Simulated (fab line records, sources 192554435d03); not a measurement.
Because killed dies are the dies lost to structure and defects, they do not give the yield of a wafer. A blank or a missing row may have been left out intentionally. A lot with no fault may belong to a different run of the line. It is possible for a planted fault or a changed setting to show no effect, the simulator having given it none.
Split-lot trial | flow n5-finfet | on a route of 1938 steps: 7 lots, 21 wafers read

## SPLIT DETAILS
At N5_BEOL_M5_COAT_60 (time 60 s, resist thk 12 nm), the setting spin-rpm was moved away from the recipe's 1500 rpm on 6 of the 21 wafers read, by -5.9% to +11.2%. The other wafers ran this setting at the recipe's value.

## FROM THE SPLIT ON TO THE READING: in between, the file shows 1 step
- N5_BEOL_M5_ETCH_72: etches underlayer in N2/H2, target depth 6.5 nm, time 5.2 s (also split here: bias-w)

## THE READING
etch.depth-nm (the simulator's own value, which no gauge read), in nm, at N5_BEOL_M5_ETCH_61 (etches SiARC in CF4, target depth 15.6 nm, time 26 s). No usual value for it is given in the file. Here, 15 wafers ran the recipe; their average is 12.00 nm with a standard deviation of 0.022 nm.

wafer  | tool, chamber at the split | spin-rpm as run, rpm | against the recipe | etch.depth-nm, nm | against lot-mates on the recipe
L074.2 | litho-track-01, 0          | 1500                 | recipe             | 11.97             | -
L074.3 | litho-track-01, 0          | 1500                 | recipe             | 11.95             | -
L074.5 | litho-track-01, 0          | 1500                 | recipe             | 11.98             | -
L077.2 | litho-track-04, 0          | 1412                 | -5.9%              | 12.38             | +0.40
L077.3 | litho-track-04, 0          | 1412                 | -5.9%              | 12.35             | +0.37
L077.5 | litho-track-04, 0          | 1500                 | recipe             | 11.98             | -
L087.1 | litho-track-02, 0          | 1500                 | recipe             | 11.99             | -
L087.2 | litho-track-02, 0          | 1500                 | recipe             | 11.98             | -
L087.4 | litho-track-02, 0          | 1500                 | recipe             | 12.03             | -
L088.1 | litho-track-01, 0          | 1423                 | -5.1%              | 12.32             | +0.30
L088.3 | litho-track-01, 0          | 1500                 | recipe             | 12                | -
L088.5 | litho-track-01, 0          | 1500                 | recipe             | 12.03             | -
L093.4 | litho-track-04, 0          | 1547                 | +3.1%              | 11.83             | -0.17
L093.5 | litho-track-04, 0          | 1500                 | recipe             | 12.01             | -
L093.6 | litho-track-04, 0          | 1500                 | recipe             | 12                | -
L095.2 | litho-track-01, 0          | 1500                 | recipe             | 12                | -
L095.4 | litho-track-01, 0          | 1500                 | recipe             | 12                | -
L095.3 | litho-track-01, 0          | 1547                 | +3.1%              | 11.83             | -0.17
L096.1 | litho-track-04, 0          | 1500                 | recipe             | 12.01             | -
L096.2 | litho-track-04, 0          | 1500                 | recipe             | 12.03             | -
L096.4 | litho-track-04, 0          | 1668                 | +11.2%             | 11.39             | -0.63

FIT RESULTS
A straight line over all 21 wafers: etch.depth-nm changes by -0.0575 nm for each +1% of spin-rpm; r = -0.99; the points scatter about the line by 0.024 nm.
The same after taking each lot's own level away (the mean of its wafers on the recipe; 21 wafers): -0.0592 nm for each +1%; r = -1.00; scatter 0.018 nm.
On that fit, the largest move of spin-rpm shifts the reading by 0.66 nm.
Measured against the standard deviation above, the lots' own levels, which go from 11.967 to 12.020 nm, span 2.4 times it.
The two slopes are in agreement: the lot-to-lot level therefore moves the slope only a little.
Check: with one of the wafers moved furthest among these (+11.2%) left out of the fit, the line predicts -0.691 nm for it against its lot-mates. Against them it came out at -0.63 nm.

## OTHER SPLITS APPLIED TO THESE WAFERS
These wafers also went through other splits before the reading. Each is held against what the fit with the lots' levels taken away leaves over:
other split on the same wafers | wafers away from the commonest value | r with etch.depth-nm (lot level and that fit taken away)
N5_BEOL_M3_EXPOSE_08 dose-mj   | 8                                    | -0.07
N5_BEOL_M4_PECVD_72 time-s     | 3                                    | -0.39
N5_BEOL_M5_ETCH_72 bias-w      | 2                                    | -0.24

## THE WHOLE CHAIN: every reading that the file lists as answering this split, in the file's order
step               | what it does                                         | reading                                                                          | change (the file's fit)                | r (the file's)
N5_BEOL_M5_COAT_60 | time 60 s, resist thk 12 nm                          | SiARC_of_BEOL_M5_COAT_60.thk-nm (the simulator's own value, which no gauge read) | -0.0601 nm for each +1% of the setting | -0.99
N5_BEOL_M5_ETCH_61 | etches SiARC in CF4, target depth 15.6 nm, time 26 s | etch.depth-nm (the simulator's own value, which no gauge read)                   | -0.0581 nm for each +1% of the setting | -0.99

## FILE'S OWN FIT
etch.depth-nm changes by -0.0581 nm for each +1% of spin-rpm, r = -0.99.
